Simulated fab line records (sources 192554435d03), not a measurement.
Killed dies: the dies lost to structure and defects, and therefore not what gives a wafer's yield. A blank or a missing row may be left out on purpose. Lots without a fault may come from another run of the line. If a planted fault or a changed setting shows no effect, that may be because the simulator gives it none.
Which tool did it? :: flow n5 finfet :: 18 wafers from 6 lots sampled at 4 of the route's 1938 steps

== WHAT THE GAUGES READ, wafer by wafer ==
N5_STI_FIN_REVEAL_FIN_H_MEAS_10.
lot: L599
measured: day 3 20:50
on: ocd-02
trench depth nm (nm): 52.7 52.7 52.0

lot: L602
measured: day 4 13:38
on: ocd-02
trench depth nm (nm): 51.3 50.9 52.1

lot: L606
measured: day 5 13:51
on: ocd-01
trench depth nm (nm): 54.4 55.6 55.2

lot: L609
measured: day 6 09:53
on: ocd-02
trench depth nm (nm): 56.4 55.8 56.1

lot: L612
measured: day 7 03:13
on: ocd-01
trench depth nm (nm): 52.5 52.2 51.9

lot: L614
measured: day 7 13:26
on: ocd-02
trench depth nm (nm): 51.4 51.5 52.2

== EACH LOT AND THE TOOL THAT RAN IT (in order: tool; ch and the chambers of the sampled wafers; start) ==
lot: L599
N5_FIN_CUT_CUT_ETCH_27: rie diel-03 ch 1,2, day 3 10:38
N5_STI_FIN_REVEAL_ALD_00: ald sin-04 ch 0,2,3, day 3 12:00
N5_STI_FIN_REVEAL_RECESS_09: vapor etch-01 ch 0,1, day 3 18:08

lot: L602
N5_FIN_CUT_CUT_ETCH_27: rie diel-06 ch 1,2, day 4 04:36
N5_STI_FIN_REVEAL_ALD_00: ald sin-02 ch 1,2,3, day 4 05:04
N5_STI_FIN_REVEAL_RECESS_09: vapor etch-02 ch 0,1, day 4 11:28

lot: L606
N5_FIN_CUT_CUT_ETCH_27: rie diel-06 ch 1,2,3, day 5 04:40
N5_STI_FIN_REVEAL_ALD_00: ald sin-04 ch 0,1,2, day 5 05:07
N5_STI_FIN_REVEAL_RECESS_09: vapor etch-02 ch 0,1, day 5 11:07

lot: L609
N5_FIN_CUT_CUT_ETCH_27: rie diel-06 ch 1,2,3, day 6 00:29
N5_STI_FIN_REVEAL_ALD_00: ald sin-04 ch 0,1, day 6 00:59
N5_STI_FIN_REVEAL_RECESS_09: vapor etch-02 ch 0,1, day 6 07:41

lot: L612
N5_FIN_CUT_CUT_ETCH_27: rie diel-03 ch 0,1, day 6 17:57
N5_STI_FIN_REVEAL_ALD_00: ald sin-01 ch 2,3, day 6 18:25
N5_STI_FIN_REVEAL_RECESS_09: vapor etch-01 ch 0,1, day 7 00:30

lot: L614
N5_FIN_CUT_CUT_ETCH_27: rie diel-05 ch 0,2,3, day 7 03:11
N5_STI_FIN_REVEAL_ALD_00: ald sin-01 ch 0,1,2, day 7 03:57
N5_STI_FIN_REVEAL_RECESS_09: vapor etch-01 ch 0,1, day 7 11:10
- N5_FIN_CUT_CUT_ETCH_27: etches SiO2 in CHF3/O2, target depth 4 nm, overetch 2 nm, time 4.9 s.
- N5_STI_FIN_REVEAL_ALD_00: deposits SiO2, target thk 1 nm, pulse time 1 s.
- N5_STI_FIN_REVEAL_RECESS_09: chemistry HF/NH3, target SiO2, afs cycles 11, target depth 42.5 nm, sublimation time 60 s.

== THE ANSWER, worked out from the rows above alone ==
Rule: the lots themselves supply what counts as usual. Put in order of their means at a reading, lots are off if they are a third of the lots or fewer, leave a main group of 4 or more, and stand apart from it by a gap of 3 or more times the standard deviation of the main group's means; of several such gaps the widest counts. A main group is skipped when, at the precision printed for the reading in the tables above, its means are all equal. Also off: a lot with no number at a reading for which 4 or more lots have one. Any other lot the step has rows for is counted as sound.
Off: L606, L609, at N5_STI_FIN_REVEAL_FIN_H_MEAS_10 (trench depth nm). For the main group the mean is 52.0 nm and the standard deviation 0.41.
A tool fits if, at a process step before that reading, it ran every lot that is off, and no sound lot after the first of them. Gauges at N5_STI_FIN_REVEAL_FIN_H_MEAS_10: tried the same way as those tools. Can't be told from this: 3 tools fit, rie diel-06 at N5_FIN_CUT_CUT_ETCH_27, ald sin-04 at N5_STI_FIN_REVEAL_ALD_00, vapor etch-02 at N5_STI_FIN_REVEAL_RECESS_09.

== WHAT HAD BEEN PUT IN BY THE SIMULATOR ==
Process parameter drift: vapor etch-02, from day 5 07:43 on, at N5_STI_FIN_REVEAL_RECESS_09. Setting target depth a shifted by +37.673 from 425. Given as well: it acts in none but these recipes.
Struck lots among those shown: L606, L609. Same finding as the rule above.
